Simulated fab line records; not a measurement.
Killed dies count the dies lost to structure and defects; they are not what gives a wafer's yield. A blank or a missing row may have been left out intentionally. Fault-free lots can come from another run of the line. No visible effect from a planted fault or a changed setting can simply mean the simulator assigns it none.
One fault through the eyes of 3 desks + flow nand-harc + what lay behind the numbers comes last; until then each desk has only its own

## AT THE TOOL OWNER'S DESK: acl-dep-02
The tool's own readings at NHARC_A_CHANNEL_HOLE_D1_DEP_00 (deposits aC, target thk 3100 nm): means of the sampled wafers that have a number, for each lot that ran on this tool. The brackets show how far a lot's mean lies from the usual mean; more than 4 standard deviations puts the lot out of limits, marked OUT.
Columns: A = throttle-valve-pct at NHARC_A_CHANNEL_HOLE_D1_DEP_00, usual 34.999 %
| lot  | first seen here | A      |
|------|-----------------|--------|
| L507 | day 8 11:10     | 35.004 |
| L515 | day 11 16:55    | 35.003 |
| L517 | day 12 17:23    | 34.997 |
| L520 | day 14 02:27    | 34.993 |
| L522 | day 14 11:59    | 35.001 |
| L528 | day 17 03:08    | 34.995 |
| L529 | day 17 17:26    | 34.990 |
| L530 | day 17 18:43    | 35.006 |
Finding of this desk: none of the 8 lots has anything out of limits.

## THE DEFECT DESK
Counts from the inspections along the route, per lot, as means over the sampled wafers that have a number. The brackets show how far a lot's mean lies from the usual mean; more than 4 standard deviations puts the lot out of limits, marked OUT.
Columns: A = raw-defect-count at NHARC_A_CHANNEL_HOLE_D1_INSPECT_12, usual 5.3
| lot  | first seen here | A               |
|------|-----------------|-----------------|
| L508 | day 8 13:17     | 7.0             |
| L507 | day 8 13:27     | 3.3             |
| L510 | day 10 00:59    | 5.0             |
| L512 | day 10 08:05    | 4.7             |
| L513 | day 11 10:08    | 6.3             |
| L515 | day 11 19:41    | 5.3             |
| L518 | day 12 20:04    | 5.0             |
| L517 | day 12 20:13    | 2.7             |
| L520 | day 14 04:54    | 16.0 (+4.3) OUT |
| L522 | day 14 14:07    | 19.0 (+5.5) OUT |
| L528 | day 17 05:57    | 5.0             |
| L529 | day 17 19:09    | 6.3             |
| L530 | day 17 21:03    | 7.3             |
Finding of this desk: L520, L522 out of limits; the first was L520 at day 14 04:54, on raw-defect-count at NHARC_A_CHANNEL_HOLE_D1_INSPECT_12. In limits: L508, L507, L510, L512, L513, L515, L518, L517, L528, L529, L530.

## FROM THE METROLOGY DESK
What the gauges read, lot by lot, whatever tool the lot ran on: means of the sampled wafers that have a number. The brackets show how far a lot's mean lies from the usual mean; more than 4 standard deviations puts the lot out of limits, marked OUT.
Columns: A = thk-nm at NHARC_A_ONON_D1_THK_MEAS_18, usual 1002 nm; B = cd-nm at NHARC_A_CHANNEL_HOLE_D1_CD_MEAS_10, usual 99.9 nm
| lot  | first seen here | A    | B     |
|------|-----------------|------|-------|
| L507 | day 8 07:38     | 1008 | 100.1 |
| L508 | day 8 07:38     | 1004 | 99.3  |
| L510 | day 9 19:19     | 1003 | 99.4  |
| L512 | day 10 01:29    | 1007 | 99.9  |
| L513 | day 10 23:50    | 991  | 99.6  |
| L515 | day 11 10:31    | 1002 | 98.9  |
| L517 | day 12 12:39    | 1006 | 99.3  |
| L518 | day 12 12:40    | 1006 | 99.5  |
| L520 | day 13 23:05    | 995  | 100.0 |
| L522 | day 14 07:52    | 1010 | 100.6 |
| L528 | day 16 19:50    | 1001 | 99.4  |
| L529 | day 17 13:37    | 1004 | 100.0 |
| L530 | day 17 13:37    | 988  | 99.6  |
Finding of this desk: none of the 13 lots has anything out of limits.

## PUT TOGETHER
The defect desk could have raised an alarm at day 14 04:54, on L520, L522.
The desk of the tool owner found nothing out of limits.
From the metrology desk's view, nothing was out of limits.
On record at the tool owner's desk: L520, L522, within its limits.
The metrology desk has L520, L522 on record, within its limits.
The lots listed all ran NHARC_A_CHANNEL_HOLE_D1_DEP_00 on acl-dep-02.

## WHAT WAS PUT IN BY THE SIMULATOR
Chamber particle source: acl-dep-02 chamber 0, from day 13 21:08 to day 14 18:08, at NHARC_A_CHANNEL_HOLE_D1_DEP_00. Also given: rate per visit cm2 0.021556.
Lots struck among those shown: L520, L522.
Hours from the fault's start to each desk's first reading out of limits: the defect desk, 8.
